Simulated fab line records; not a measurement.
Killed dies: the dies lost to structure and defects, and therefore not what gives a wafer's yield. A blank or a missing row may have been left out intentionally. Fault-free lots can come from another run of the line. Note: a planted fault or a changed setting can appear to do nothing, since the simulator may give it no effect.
fab line records	flow nand_harc
record lots=24	wafers=72	last_day=32
route steps=1302 shown P_BONDPAD@381 A_ZERO_WELL@401 A_ONON_D1@437 A_CHANNEL_HOLE_D1@450
lots untouched by any fault: they come from a run of this same line in which no faults occurred
start_h: start of the lot's first displayed wafer, in hours after the record's first day	wait_h: how many hours have passed since the lot's step before this one	" unchanged from the row above	L1.1+2: one row covering several wafers at once	- no value, or no start was given	* or withheld: withheld	< > ~ a bound
route shown NAME@n: names a module that has steps shown in the file, with the first one's number in the route	usual: mean/standard deviation taken from wafers without a fault	same: alike in all rows	chamber/n: place in a boat	sites: the reading at each site	_std_site: their standard deviation	_edge_site: mean of outer sites minus mean of inner sites	radius_mm: how far each site lies from the wafer's centre	mask NAME#n: copy n	behind: tool/chamber where the wafer was last shaped	hold: what put the lot on hold/how long, in hours/how the hold closed	device: names the non-switching transistor (n, p or np)	end of line: at the end of the route, the tests of the same wafers	for a step that has no rows: nothing shown but its recipe	killed: the dies lost at the first sort to structure and to defects; this is not the yield of the wafer	map: shows each die of a wafer: x if killed, . if not, _ if none is there
set.NAME: setting as actually run; set.NAME@STEP: the setting as run at that earlier step	model.NAME: the simulator's own value behind a step, which no gauge read
one table for each step of the route and one row for each wafer, over a sample of lots
services: the hour from which a tool's chamber was out of use, counted from the record's first day as start_h (under 0 if before that day), plus the number of hours and why
## steps
# step NHARC_P_BONDPAD_THK_MEAS_20
# recipe thk_meas_gauge=xrf
# usual thk_nm=161.3/1.9
lot.wafer	tool	chamber	start_h	wait_h	thk_nm
L074.2	film_metro-01	-	143.00	-	158.5
L074.3	"	-	"	"	161.6
L074.4	"	-	"	"	161.6
L075.2	film_metro-01	-	144.57	-	161.5
L075.5	"	-	"	"	161.4
L075.6	"	-	"	"	159.1
L076.2	film_metro-02	-	154.72	-	164.0
L076.3	"	-	"	"	161.4
L076.6	"	-	"	"	161.3
L077.2	film_metro-02	-	170.71	-	164.0
L077.3	"	-	"	"	161.2
L077.4	"	-	"	"	160.4
L078.3	film_metro-01	-	171.99	-	162.3
L078.4	"	-	"	"	164.1
L078.6	"	-	"	"	163.5
L079.1	film_metro-02	-	182.61	-	164.3
L079.3	"	-	"	"	162.5
L079.6	"	-	"	"	160.7
L080.2	film_metro-02	-	199.52	-	157.8
L080.3	"	-	"	"	162.7
L080.5	"	-	"	"	163.0
L081.1	film_metro-01	-	206.29	-	161.9
L081.3	"	-	"	"	161.0
L081.5	"	-	"	"	161.7
L082.2	film_metro-02	-	216.13	-	159.6
L082.4	"	-	"	"	161.4
L082.5	"	-	"	"	160.2
L084.1	film_metro-01	-	232.68	-	161.9
L084.3	"	-	"	"	157.1
L084.4	"	-	"	"	157.2
L083.1	film_metro-01	-	234.15	-	160.6
L083.3	"	-	"	"	161.5
L083.4	"	-	"	"	159.1
L085.3	film_metro-02	-	250.36	-	160.7
L085.5	"	-	"	"	163.0
L085.6	"	-	"	"	163.4
L086.1	film_metro-02	-	255.15	-	161.7
L086.4	"	-	"	"	161.9
L086.6	"	-	"	"	163.7
L087.1	film_metro-01	-	261.54	-	161.7
L087.4	"	-	"	"	162.5
L087.6	"	-	"	"	159.9
L088.1	film_metro-02	-	279.31	-	163.2
L088.4	"	-	"	"	162.3
L088.6	"	-	"	"	164.1
L089.4	film_metro-01	-	285.22	-	158.8
L089.5	"	-	"	"	161.9
L089.6	"	-	"	"	161.3
L090.3	film_metro-02	-	300.04	-	158.6
L090.4	"	-	"	"	159.9
L090.5	"	-	"	"	161.6
L091.3	film_metro-01	-	314.37	-	158.9
L091.4	"	-	"	"	161.4
L091.5	"	-	"	"	161.5
L092.1	film_metro-02	-	326.22	-	158.0
L092.3	"	-	"	"	164.5
L092.5	"	-	"	"	162.8
L093.2	film_metro-01	-	332.09	-	162.1
L093.3	"	-	"	"	160.7
L093.6	"	-	"	"	162.3
L094.1	film_metro-01	-	336.31	-	162.1
L094.3	"	-	"	"	161.0
L094.4	"	-	"	"	159.0
L096.3	film_metro-01	-	348.61	-	161.8
L096.5	"	-	"	"	161.0
L096.6	"	-	"	"	159.2
L095.2	film_metro-01	-	349.41	-	161.5
L095.3	"	-	"	"	159.7
L095.5	"	-	"	"	161.4
L097.1	film_metro-01	-	365.69	-	164.8
L097.3	"	-	"	"	161.1
L097.4	"	-	"	"	162.3
# step NHARC_A_ZERO_WELL_CD_MEAS_10
# recipe target_cd_nm=2000	landing_energy_ev=500
# usual cd_nm=2000/3.5
# same landing_energy_ev=500
lot.wafer	tool	chamber	start_h	wait_h	cd_nm
L074.2	cd_sem-01	0	144.39	-	2000
L074.3	"	0	"	"	1995
L074.4	"	0	"	"	1999
L075.2	cd_sem-03	0	146.13	-	2003
L075.5	"	0	"	"	2001
L075.6	"	0	"	"	2002
L076.2	cd_sem-02	0	156.27	-	1998
L076.3	"	0	"	"	1999
L076.6	"	0	"	"	2000
L077.2	cd_sem-02	0	172.13	-	2001
L077.3	"	0	"	"	2001
L077.4	"	0	"	"	1995
L078.3	cd_sem-01	0	173.39	-	2000
L078.4	"	0	"	"	2003
L078.6	"	0	"	"	2000
L079.1	cd_sem-01	0	184.17	-	2003
L079.3	"	0	"	"	2001
L079.6	"	0	"	"	2003
L080.2	cd_sem-02	0	200.92	-	2004
L080.3	"	0	"	"	2000
L080.5	"	0	"	"	2001
L081.1	cd_sem-03	0	207.69	-	1998
L081.3	"	0	"	"	1992
L081.5	"	0	"	"	1996
L082.2	cd_sem-02	0	217.65	-	2000
L082.4	"	0	"	"	2001
L082.5	"	0	"	"	2003
L084.1	cd_sem-03	0	234.11	-	2003
L084.3	"	0	"	"	2002
L084.4	"	0	"	"	1998
L083.1	cd_sem-01	0	235.69	-	2002
L083.3	"	0	"	"	1998
L083.4	"	0	"	"	2001
L085.3	cd_sem-02	0	251.89	-	2003
L085.5	"	0	"	"	2007
L085.6	"	0	"	"	2005
L086.1	cd_sem-03	0	256.56	-	2000
L086.4	"	0	"	"	2003
L086.6	"	0	"	"	2001
L087.1	cd_sem-03	0	263.07	-	1998
L087.4	"	0	"	"	1999
L087.6	"	0	"	"	1995
L088.1	cd_sem-03	0	280.82	-	2001
L088.4	"	0	"	"	2005
L088.6	"	0	"	"	2002
L089.4	cd_sem-02	0	286.76	-	1994
L089.5	"	0	"	"	1992
L089.6	"	0	"	"	1990
L090.3	cd_sem-01	0	301.59	-	1999
L090.4	"	0	"	"	2003
L090.5	"	0	"	"	2005
L091.3	cd_sem-02	0	315.88	-	1993
L091.4	"	0	"	"	1996
L091.5	"	0	"	"	1995
L092.1	cd_sem-03	0	327.75	-	2006
L092.3	"	0	"	"	2004
L092.5	"	0	"	"	2001
L093.2	cd_sem-02	0	333.47	-	2000
L093.3	"	0	"	"	1994
L093.6	"	0	"	"	2000
L094.1	cd_sem-01	0	337.82	-	2002
L094.3	"	0	"	"	2003
L094.4	"	0	"	"	2003
L096.3	cd_sem-03	0	349.99	-	1995
L096.5	"	0	"	"	1998
L096.6	"	0	"	"	1998
L095.2	cd_sem-03	0	350.93	-	1998
L095.3	"	0	"	"	2002
L095.5	"	0	"	"	2000
L097.1	cd_sem-01	0	367.19	-	2004
L097.3	"	0	"	"	2006
L097.4	"	0	"	"	2000
# step NHARC_A_ONON_D1_THK_MEAS_18
# recipe thk_meas_gauge=ellipsometry
# usual thk_nm=999/7.5
lot.wafer	tool	chamber	start_h	wait_h	thk_nm
L074.2	film_metro-02	-	177.85	-	1016
L074.3	"	-	"	"	1016
L074.4	"	-	"	"	1016
L075.2	film_metro-01	-	177.87	-	997
L075.5	"	-	"	"	995
L075.6	"	-	"	"	996
L076.2	film_metro-01	-	188.79	-	993
L076.3	"	-	"	"	991
L076.6	"	-	"	"	991
L077.2	film_metro-01	-	206.68	-	1003
L077.3	"	-	"	"	1006
L077.4	"	-	"	"	1005
L078.3	film_metro-01	-	206.69	-	1001
L078.4	"	-	"	"	1003
L078.6	"	-	"	"	1001
L079.1	film_metro-02	-	220.66	-	991
L079.3	"	-	"	"	991
L079.6	"	-	"	"	990
L080.2	film_metro-01	-	240.95	-	1000
L080.3	"	-	"	"	999
L080.5	"	-	"	"	999
L081.1	film_metro-02	-	240.95	-	995
L081.3	"	-	"	"	995
L081.5	"	-	"	"	995
L082.2	film_metro-01	-	249.37	-	1005
L082.4	"	-	"	"	1004
L082.5	"	-	"	"	1005
L084.1	film_metro-02	-	266.20	-	1006
L084.3	"	-	"	"	1005
L084.4	"	-	"	"	1004
L083.1	film_metro-01	-	266.20	-	996
L083.3	"	-	"	"	997
L083.4	"	-	"	"	998
L085.3	film_metro-01	-	283.15	-	1013
L085.5	"	-	"	"	1012
L085.6	"	-	"	"	1013
L086.1	film_metro-01	-	290.44	-	992
L086.4	"	-	"	"	993
L086.6	"	-	"	"	991
L087.1	film_metro-02	-	298.29	-	1005
L087.4	"	-	"	"	1007
L087.6	"	-	"	"	1007
L088.1	film_metro-01	-	315.39	-	992
L088.4	"	-	"	"	994
L088.6	"	-	"	"	993
L089.4	film_metro-01	-	322.32	-	985
L089.5	"	-	"	"	986
L089.6	"	-	"	"	985
L090.3	film_metro-02	-	335.44	-	1000
L090.4	"	-	"	"	1000
L090.5	"	-	"	"	1002
L091.3	film_metro-02	-	357.01	-	989
L091.4	"	-	"	"	992
L091.5	"	-	"	"	991
L092.1	film_metro-01	-	357.11	-	997
L092.3	"	-	"	"	996
L092.5	"	-	"	"	995
L093.2	film_metro-01	-	366.03	-	1005
L093.3	"	-	"	"	1004
L093.6	"	-	"	"	1005
L094.1	film_metro-02	-	372.64	-	1006
L094.3	"	-	"	"	1009
L094.4	"	-	"	"	1006
L095.2	film_metro-01	-	382.35	-	992
L095.3	"	-	"	"	993
L095.5	"	-	"	"	994
L096.3	film_metro-01	-	382.36	-	1000
L096.5	"	-	"	"	1001
L096.6	"	-	"	"	1000
L097.1	film_metro-02	-	399.70	-	997
L097.3	"	-	"	"	996
L097.4	"	-	"	"	995
# step NHARC_A_CHANNEL_HOLE_D1_DEP_00
# recipe target_thk_a=31000	temp_c=400	material=aC
# usual throttle_valve_pct=35.000/0.0092
lot.wafer	tool	chamber	start_h	wait_h	throttle_valve_pct
L074.2	acl_dep-01	0	181.09	0.4	35.014
L074.3	"	0	"	"	35.012
L074.4	"	0	"	"	35.004
L075.2	acl_dep-03	0	181.11	0.4	34.999
L075.5	"	0	"	"	35.010
L075.6	"	0	"	"	35.000
L076.2	acl_dep-02	0	194.00	2.4	34.995
L076.3	"	0	"	"	34.994
L076.6	"	0	"	"	34.993
L078.3	acl_dep-02	0	211.80	2.3	34.992
L078.4	"	0	"	"	35.002
L078.6	"	0	"	"	35.007
L077.2	acl_dep-02	0	213.39	3.9	35.015
L077.3	"	0	"	"	34.991
L077.4	"	0	"	"	34.994
L079.1	acl_dep-03	0	224.17	0.7	35.004
L079.3	"	0	"	"	34.989
L079.6	"	0	"	"	35.006
L081.1	acl_dep-03	0	244.91	1.2	34.993
L081.3	"	0	"	"	34.990
L081.5	"	0	"	"	35.008
L080.2	acl_dep-01	0	246.87	3.0	35.017
L080.3	"	0	"	"	34.998
L080.5	"	0	"	"	35.000
L082.2	acl_dep-03	0	257.87	5.7	34.986
L082.4	"	0	"	"	34.988
L082.5	"	0	"	"	35.003
L084.1	acl_dep-02	0	270.00	1.0	34.998
L084.3	"	0	"	"	35.012
L084.4	"	0	"	"	35.008
L083.1	acl_dep-02	0	271.91	2.9	34.986
L083.3	"	0	"	"	35.002
L083.4	"	0	"	"	34.982
L085.3	acl_dep-03	0	286.70	0.7	34.983
L085.5	"	0	"	"	35.010
L085.6	"	0	"	"	35.005
L086.1	acl_dep-02	0	293.33	0.1	34.996
L086.4	"	0	"	"	34.991
L086.6	"	0	"	"	35.009
L087.1	acl_dep-01	0	301.16	0.1	35.004
L087.4	"	0	"	"	35.001
L087.6	"	0	"	"	34.988
L088.1	acl_dep-02	0	318.84	0.6	35.011
L088.4	"	0	"	"	34.991
L088.6	"	0	"	"	34.995
L089.4	acl_dep-03	0	326.16	1.0	35.001
L089.5	"	0	"	"	35.001
L089.6	"	0	"	"	34.992
L090.3	acl_dep-03	0	338.96	0.7	35.008
L090.4	"	0	"	"	35.012
L090.5	"	0	"	"	34.986
L091.3	acl_dep-03	0	360.50	0.7	34.989
L091.4	"	0	"	"	34.995
L091.5	"	0	"	"	35.003
L092.1	acl_dep-01	0	360.55	0.6	34.993
L092.3	"	0	"	"	34.992
L092.5	"	0	"	"	35.004
L093.2	acl_dep-02	0	373.86	5.0	34.993
L093.3	"	0	"	"	34.998
L093.6	"	0	"	"	34.997
L094.1	acl_dep-02	0	382.86	7.2	34.984
L094.3	"	0	"	"	35.004
L094.4	"	0	"	"	35.018
L095.2	acl_dep-02	0	394.35	9.2	34.997
L095.3	"	0	"	"	34.999
L095.5	"	0	"	"	34.987
L096.3	acl_dep-03	0	394.77	9.6	35.002
L096.5	"	0	"	"	35.012
L096.6	"	0	"	"	34.991
L097.1	acl_dep-01	0	402.55	0.1	35.017
L097.3	"	0	"	"	34.991
L097.4	"	0	"	"	34.968
# step NHARC_A_CHANNEL_HOLE_D1_CD_MEAS_18
# usual cd_nm=99/3.1
lot.wafer	tool	chamber	start_h	wait_h	cd_nm
L074.2	cd_sem-01	-	184.57	-	97
L074.3	"	-	"	"	97
L074.4	"	-	"	"	96
L075.2	cd_sem-02	-	184.84	-	101
L075.5	"	-	"	"	104
L075.6	"	-	"	"	104
L076.2	cd_sem-03	-	198.45	-	99
L076.3	"	-	"	"	95
L076.6	"	-	"	"	97
L078.3	cd_sem-01	-	215.32	-	100
L078.4	"	-	"	"	96
L078.6	"	-	"	"	101
L077.2	cd_sem-01	-	217.12	-	100
L077.3	"	-	"	"	95
L077.4	"	-	"	"	100
L079.1	cd_sem-01	-	228.14	-	99
L079.3	"	-	"	"	94
L079.6	"	-	"	"	93
L081.1	cd_sem-03	-	248.74	-	96
L081.3	"	-	"	"	100
L081.5	"	-	"	"	99
L080.2	cd_sem-03	-	250.43	-	99
L080.3	"	-	"	"	98
L080.5	"	-	"	"	99
L082.2	cd_sem-02	-	261.85	-	97
L082.4	"	-	"	"	94
L082.5	"	-	"	"	98
L084.1	cd_sem-02	-	273.94	-	100
L084.3	"	-	"	"	97
L084.4	"	-	"	"	100
L083.1	cd_sem-03	-	275.72	-	99
L083.3	"	-	"	"	95
L083.4	"	-	"	"	96
L085.3	cd_sem-01	-	290.55	-	102
L085.5	"	-	"	"	100
L085.6	"	-	"	"	101
L086.1	cd_sem-02	-	297.23	-	94
L086.4	"	-	"	"	98
L086.6	"	-	"	"	98
L087.1	cd_sem-02	-	305.08	-	103
L087.4	"	-	"	"	100
L087.6	"	-	"	"	102
L088.1	cd_sem-02	-	322.82	-	97
L088.4	"	-	"	"	99
L088.6	"	-	"	"	99
L089.4	cd_sem-02	-	329.04	-	101
L089.5	"	-	"	"	100
L089.6	"	-	"	"	102
L090.3	cd_sem-01	-	342.41	-	91
L090.4	"	-	"	"	103
L090.5	"	-	"	"	98
L091.3	cd_sem-01	-	363.81	-	103
L091.4	"	-	"	"	98
L091.5	"	-	"	"	104
L092.1	cd_sem-03	-	364.68	-	100
L092.3	"	-	"	"	97
L092.5	"	-	"	"	102
L093.2	cd_sem-03	-	377.51	-	98
L093.3	"	-	"	"	106
L093.6	"	-	"	"	103
L094.1	cd_sem-01	-	386.79	-	100
L094.3	"	-	"	"	98
L094.4	"	-	"	"	101
L096.3	cd_sem-01	-	398.18	-	101
L096.5	"	-	"	"	101
L096.6	"	-	"	"	97
L095.2	cd_sem-02	-	398.26	-	101
L095.3	"	-	"	"	101
L095.5	"	-	"	"	100
L097.1	cd_sem-01	-	406.35	-	100
L097.3	"	-	"	"	105
L097.4	"	-	"	"	100
# step NHARC_A_CHANNEL_HOLE_D1_ETCH_21
# recipe bias_v=3000	source_w=withheld	pressure_mtorr=20	time_s=514.3	ar_flow_sccm=375	c4f8_flow_sccm=89.3	o2_flow_sccm=35.7	temp_c=-20	target_depth_a=16000	chemistry=C4F8/O2/Ar
# usual drypump_motor_current_A=6.1/0.46	showerhead_plenum_p_Torr=3.61/0.11	throttle_valve_pct=32.154/0.009
lot.wafer	tool	chamber	start_h	wait_h	drypump_motor_current_A	rf_hours_counter_h	showerhead_plenum_p_Torr	throttle_valve_pct
L074.2	har_etch-01	0	185.07	0.3	6.5	88	3.55	32.173
L074.4	"	0	"	"	6.5	-	3.55	32.151
L074.3	"	1	"	"	6.4	-	3.73	32.158
L075.2	har_etch-02	1	185.41	0.3	5.7	291	3.54	32.154
L075.5	"	0	"	"	5.5	-	3.68	32.163
L075.6	"	1	"	"	5.7	-	3.54	32.168
L076.2	har_etch-02	1	199.02	0.3	5.7	302	3.53	32.152
L076.3	"	1	"	"	5.7	-	3.53	32.148
L076.6	"	1	"	"	5.7	-	3.53	32.145
L078.4	har_etch-01	1	215.97	0.3	6.4	-	3.72	32.148
L078.3	"	0	"	"	6.5	-	3.54	32.153
L078.6	"	0	"	"	6.5	-	3.54	32.174
L077.2	har_etch-02	1	220.04	0.3	5.6	310	3.53	32.147
L077.3	"	1	"	"	5.7	-	3.53	32.162
L077.4	"	0	"	"	5.5	-	3.67	32.166
L079.1	har_etch-01	1	231.12	0.3	6.4	119	3.72	32.148
L079.3	"	1	"	"	6.4	-	3.72	32.153
L079.6	"	0	"	"	6.6	-	3.53	32.148
L081.1	har_etch-02	0	249.32	0.3	5.5	325	3.66	32.144
L081.3	"	0	"	"	5.5	-	3.66	32.143
L081.5	"	1	"	"	5.6	-	3.52	32.143
L080.2	har_etch-01	1	251.00	0.3	6.4	130	3.71	32.161
L080.3	"	0	"	"	6.6	-	3.52	32.162
L080.5	"	1	"	"	6.4	-	3.71	32.149
L082.2	har_etch-02	1	262.43	0.3	5.7	329	3.52	32.169
L082.4	"	0	"	"	5.5	-	3.66	32.147
L082.5	"	0	"	"	5.5	-	3.66	32.155
L084.1	har_etch-02	1	274.52	0.3	5.7	337	3.52	32.161
L084.4	"	0	"	"	5.5	-	3.66	32.161
L084.3	"	1	"	"	5.7	-	3.52	32.152
L083.1	har_etch-01	1	276.30	0.3	6.4	142	3.70	32.163
L083.3	"	0	"	"	6.6	-	3.52	32.147
L083.4	"	1	"	"	6.4	-	3.70	32.158
L085.3	har_etch-01	1	291.26	0.3	6.4	-	3.70	32.157
L085.6	"	0	"	"	6.5	-	3.51	32.170
L085.5	"	1	"	"	6.4	-	3.70	32.146
L086.1	har_etch-02	1	301.31	0.3	5.7	356	3.51	32.140
L086.4	"	0	"	"	5.5	-	3.65	32.154
L086.6	"	1	"	"	5.6	-	3.51	32.144
L087.1	har_etch-01	0	305.66	0.3	6.5	161	3.51	32.158
L087.4	"	1	"	"	6.4	-	3.69	32.157
L087.6	"	1	"	"	6.4	-	3.69	32.145
L088.1	har_etch-01	0	324.44	0.3	6.5	169	3.51	32.166
L088.4	"	1	"	"	6.4	-	3.69	32.155
L088.6	"	0	"	"	6.5	-	3.50	32.154
L089.4	har_etch-02	0	333.32	0.3	5.5	-	3.64	32.173
L089.5	"	0	"	"	5.5	-	3.64	32.156
L089.6	"	1	"	"	5.6	-	3.50	32.159
L090.4	har_etch-01	0	343.05	0.3	6.5	-	3.50	32.145
L090.3	"	1	"	"	6.4	-	3.68	32.154
L090.5	"	1	"	"	6.4	-	3.68	32.153
L091.4	har_etch-01	0	364.46	0.3	6.5	-	3.49	32.157
L091.3	"	1	"	"	6.4	-	3.67	32.147
L091.5	"	1	"	"	6.4	-	3.67	32.146
L092.1	har_etch-02	1	367.00	0.3	5.7	394	3.49	32.149
L092.3	"	1	"	"	5.7	-	3.49	32.144
L092.5	"	0	"	"	5.5	-	3.63	32.154
L093.2	har_etch-01	1	379.68	0.3	6.4	203	3.67	32.160
L093.3	"	1	"	"	6.4	-	3.67	32.133
L093.6	"	0	"	"	6.5	-	3.49	32.149
L094.1	har_etch-01	1	392.78	0.3	6.4	215	3.66	32.161
L094.4	"	1	"	"	6.4	-	3.66	32.159
L094.3	"	0	"	"	6.6	-	3.48	32.146
L096.3	har_etch-02	0	398.89	0.3	5.5	-	3.62	32.140
L096.5	"	1	"	"	5.6	-	3.93	32.153
L096.6	"	0	"	"	5.5	-	3.62	32.140
L095.2	har_etch-01	1	400.75	0.3	6.4	223	3.66	32.145
L095.3	"	0	"	"	6.5	-	3.48	32.144
L095.5	"	0	"	"	6.5	-	3.48	32.155
L097.1	har_etch-02	1	407.07	0.3	5.7	12	3.93	32.146
L097.4	"	0	"	"	5.5	-	3.62	32.148
L097.3	"	1	"	"	5.7	-	3.93	32.151
## services
tool	chamber	start_h	hours	kind
acl_dep-01	-	188.67	13.0	pm
har_etch-01	-	193.19	1.4	repair
acl_dep-02	-	242.70	13.0	pm
acl_dep-03	-	297.60	13.0	pm
acl_dep-01	-	353.15	3.6	repair
acl_dep-01	-	369.85	13.0	pm
har_etch-02	-	377.00	17.0	pm
har_etch-02	0	377.00	17.0	vent_cycle
har_etch-02	1	377.00	17.0	vent_cycle
har_etch-02	0	394.00	-	clean
har_etch-02	0	394.00	-	consumable_replace:focus_ring
har_etch-02	1	394.00	-	clean
har_etch-02	1	394.00	-	consumable_replace:focus_ring
har_etch-02	1	394.00	-	consumable_replace:showerhead
## key
fault none
